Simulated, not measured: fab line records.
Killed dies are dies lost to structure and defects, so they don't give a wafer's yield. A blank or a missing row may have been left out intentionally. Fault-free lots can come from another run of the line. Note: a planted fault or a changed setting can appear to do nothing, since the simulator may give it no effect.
Matching of chambers | flow n5-finfet | N5_PMOS_HMC_CHANNEL_EPI_CMP_21 on cmp-04 has 4 sister chambers
The step polishes SiGe30, target thk 54 nm. 8 wafers are shown with their chamber, then 7 later ones without.

WAFERS PAIRED WITH THEIR CHAMBERS
wafer  | chamber | motor-current-A (A)
L076.2 | 1       | 11.3
L079.4 | 1       | 12.3
L082.1 | 2       | 10.1
L084.1 | 3       | 12.6
L084.5 | 3       | 12.1
L084.6 | 0       | 10.7
L091.1 | 2       | 10.0
L091.3 | 0       | 10.6

WAFERS WITH NO CHAMBER GIVEN
wafer  | motor-current-A (A)
L091.5 | 10.3
L092.1 | 11.8
L092.2 | 10.9
L092.6 | 13.0
L096.1 | 10.2
L096.2 | 11.4
L096.5 | 11.4

WHICH CHAMBER EACH WENT THROUGH
wafer  | from the rows above          | in truth
L091.5 | can't be placed: 2 or 0      | 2
L092.1 | can't be placed: 1 or 3      | 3
L092.2 | can't be placed: 0 or 2 or 1 | 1
L092.6 | can't be placed: 3 or 1      | 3
L096.1 | can't be placed: 2 or 0      | 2
L096.2 | can't be placed: 1 or 0 or 3 | 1
L096.5 | can't be placed: 1 or 0 or 3 | 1
Correct placement for 0 of the 7. Not placeable from these rows: 7 (in 7, the candidates include the true chamber). 0 placed wrongly.
How it was worked out, from the rows above alone: a wafer's distance from a chamber is the root of the sum, over the readings, of the square of ((its reading less the chamber's mean) divided by the reading's scatter). The wafer belongs to the nearest chamber; if the next one is less than 2 further off, it can't be placed. Each chamber's mean is taken over the wafers shown for it. The scatter is the square root of a quotient: the sum, over the shown wafers, of each reading's squared deviation from its chamber's mean, divided by wafers minus chambers.
